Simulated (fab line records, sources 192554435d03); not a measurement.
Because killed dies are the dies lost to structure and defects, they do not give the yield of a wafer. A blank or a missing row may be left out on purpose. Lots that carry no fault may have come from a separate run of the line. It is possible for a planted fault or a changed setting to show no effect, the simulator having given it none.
One fault seen from 3 desks	flow n5-finfet	each desk holds nothing but its own numbers, with what lay behind them at the end

THE DEFECT DESK
Counts from the inspections along the route, per lot, as means over the sampled wafers that have a number. Any lot whose mean is over 4 standard deviations away from the usual mean is out of limits and marked OUT; that distance is given in the brackets.
Columns: A = raw-defect-count at N5_BEOL_M2_INSPECT_59, usual 81
lot	first seen here	A
L503	day 8 02:01	51
L510	day 9 12:46	76
L509	day 9 16:42	78
L512	day 10 01:13	69
L513	day 10 05:46	79
L517	day 11 11:20	91
L515	day 11 12:52	62
L518	day 11 13:08	62
L520	day 12 01:48	81
L521	day 12 13:50	87
L523	day 13 00:55	68
Result from this desk: across the 11 lots, nothing is out of limits.

METROLOGY DESK
Lot by lot, what the gauges showed, no matter which tool ran the lot: averages of those sampled wafers that carry a number. Any lot whose mean is over 4 standard deviations away from the usual mean is out of limits and marked OUT; that distance is given in the brackets. Shown here are 7 of its 11 readings, the ones lying furthest out on some lot.
Columns: A = cd-nm at N5_BEOL_M3_CD_MEAS_11, usual 17.04 nm; B = DIBL_N at N5_BEOL_M4_RC_MEAS_101, usual 36.5 mV/V; C = DIBL_P at N5_BEOL_M4_RC_MEAS_101, usual 36.5 mV/V; D = IOFF_P at N5_BEOL_M4_RC_MEAS_101, usual 0.219 nA/um; E = SS_N at N5_BEOL_M4_RC_MEAS_101, usual 71.5 mV/dec; F = SS_P at N5_BEOL_M4_RC_MEAS_101, usual 73.4 mV/dec; G = VT_P at N5_BEOL_M4_RC_MEAS_101, usual -250 mV
lot	first seen here	A	B	C	D	E	F	G
L503	day 8 03:18	17.04	35.4	36.9	0.200	71.3	73.2	-253
L510	day 9 13:22	16.93	37.0	37.7	0.219	71.5	73.8	-250
L509	day 9 18:53	17.12	37.5	36.8	0.234	71.4	73.7	-250
L512	day 10 05:22	17.00	35.5	34.9	0.226	71.4	72.9	-248
L513	day 10 06:22	17.08	35.6	36.9	0.262	72.3	73.4	-245
L517	day 11 12:58	17.05	37.3	37.9	0.251	71.7	73.6	-247
L515	day 11 14:10	17.20	38.4	36.7	0.212	71.9	73.5	-253
L518	day 11 16:08	16.71	38.5	39.4	0.239	71.7	74.1	-248
L520	day 12 03:53	17.16	38.4	37.8	0.244	71.4	74.2	-247
L521	day 12 15:15	16.90	35.5	36.7	0.191	71.4	73.3	-254
L523	day 13 02:16	17.00	36.2	35.4	0.219	72.1	73.3	-250
Result from this desk: across the 11 lots, nothing is out of limits.

TOOL OWNER'S DESK, litho-track-05
The tool's own readings at N5_BEOL_M3_COAT_05 (resist thk 30 nm): means of the sampled wafers that have a number, for each lot that ran on this tool. Any lot whose mean is over 4 standard deviations away from the usual mean is out of limits and marked OUT; that distance is given in the brackets.
Columns: A = spin-speed-rpm at N5_BEOL_M3_COAT_05, usual 1499.9 rpm
lot	first seen here	A
L503	day 8 03:02	1499.0
L510	day 9 13:06	1446.0 (-57) OUT
L509	day 9 18:31	1447.8 (-55) OUT
L521	day 12 14:52	1499.9
This desk's finding: out of limits on L509, L510; first on L510, day 9 13:06 (spin-speed-rpm at N5_BEOL_M3_COAT_05). Within limits: L503, L521.

BROUGHT TOGETHER
The tool owner's desk had the chance to raise an alarm at day 9 13:06 on L509, L510.
No out-of-limits result turned up at the defect desk.
Nothing out of limits was seen by the metrology desk.
The defect desk has L509, L510 on record, within its limits.
The metrology desk has L509, L510 on record, within its limits.
On litho-track-05, each named lot ran N5_BEOL_M3_COAT_05.

WHAT WAS PUT IN BY THE SIMULATOR
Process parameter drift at N5_BEOL_M3_COAT_05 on litho-track-05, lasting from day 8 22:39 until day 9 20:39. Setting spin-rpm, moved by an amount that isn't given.
Struck lots among those shown: L509, L510.
Time in hours from fault onset to the first out-of-limits reading at each desk: the tool owner's desk, 14.
